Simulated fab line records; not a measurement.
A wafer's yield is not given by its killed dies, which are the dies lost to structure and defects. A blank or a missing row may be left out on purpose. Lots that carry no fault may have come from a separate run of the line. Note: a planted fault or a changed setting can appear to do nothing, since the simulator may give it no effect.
8D (eight disciplines) problem report, filled in by code	flow nand_harc	the parts of the form that need people (team, actions taken, sign-off) are left out

== 1. PROBLEM STATEMENT ==
At NHARC_A_M1_CD_MEAS_09, cd_nm averages 135.6 nm over 6 wafers from 2 lots, while fault-free wafers read 120.1 nm, standard deviation 0.65. Measured from the usual mean, that is +24 standard deviations.
The step: target cd 120 nm.
Seen first at day 20 12:20 on cd_sem-03, wafer L291.1. Wafers with a number at this step in the record: 33, from 11 lots. Rule for "out" (also "out of limits"): further than 4 standard deviations from the usual mean. The other wafers with a number count as sound.

== 2. WHAT IT IS AND WHAT IT IS NOT ==
question	is	is not
which readings at this step	cd_nm	-
which lots	L289, L291	L280, L281, L282, L285, L296, L300, L301, L302, L303
which wafers of those lots	all that have a number	-
read on which gauges	cd_sem-03	cd_sem-01, cd_sem-02
when	from day 20 12:20	up to then (12 sound wafers); but 15 sound wafers of L296, L300, L301, L302, L303 came after

== 3. SUSPECTS, AND WHAT RULES EACH OUT ==
Counting: any tool at a process step up to the reading is kept as a suspect provided that every lot that is out went through it and no sound lot did after the first of them.
- the gauge at NHARC_A_M1_CD_MEAS_09 has been ruled out. All the wafers that are out were read on cd_sem-03, but those of them that NHARC_A_M1_PEB_07 has rows for are out there too, on other tools.
- pvd_sputter-02 at NHARC_A_BLC_PVD_32 (deposits Ti, target thk 5 nm, time 17.7 s): ruled out as a lasting fault. Sound lots L296, L300 ran on it after its first lot that is out, L291 (day 20 07:55). With no start given for some of its lots, NHARC_A_BLC_PVD_32 uses the hours and lot order of NHARC_A_M0_INSPECT_11.
- litho_track-04 at NHARC_A_M1_PEB_07 (peb time 65 s): ruled out as a lasting fault. Sound lots L302, L303 ran on it after its first lot that is out, L291 (day 20 12:16).
Left after counting: nothing in the record.

== 4. THE CAUSE (what the simulator had put in) ==
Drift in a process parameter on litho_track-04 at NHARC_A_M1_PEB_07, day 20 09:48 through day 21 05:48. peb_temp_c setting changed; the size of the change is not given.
The count ruled it out by mistake, since the rule takes a fault to strike every lot its tool runs from the start of the fault on, and this one did not do so.

== 5. THE CHAIN OF EFFECTS, in route order ==
Each row: a reading whose mean over the struck wafers that have a number lies more than 3 standard deviations from the usual. Only readings for which the record gives a usual standard deviation are gone through. hours: the time from each lot's start at the first step in this table that gives one to its start at this step, as a median over the lots. sigmas: the change in usual standard deviations.
hours	step	reading	usual	on struck wafers	change	sigmas
0	NHARC_A_M1_PEB_07	heater_power_total_W	156.6 W	166.8	+10.2	+24
0	NHARC_A_M1_PEB_07	plate_temp_C	100.01 C	104.85	+4.84	+40
0	NHARC_A_M1_CD_MEAS_09	cd_nm	120.1 nm	135.6	+15.5	+24
It contains these process steps:
- NHARC_A_M1_PEB_07: peb time 65 s.

== 6. HOW IT WOULD HAVE BEEN CAUGHT EARLIER ==
Counted from the fault's start at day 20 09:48, it took 3 hours until the first out-of-limits reading at a measuring or inspecting step in this record, taken at day 20 12:20.
At NHARC_A_M1_PEB_07, the tool's own readings (heater_power_total_W, plate_temp_C) were out on each struck wafer the step has a row for, so an alarm limit on them would have fired on the first such wafer.
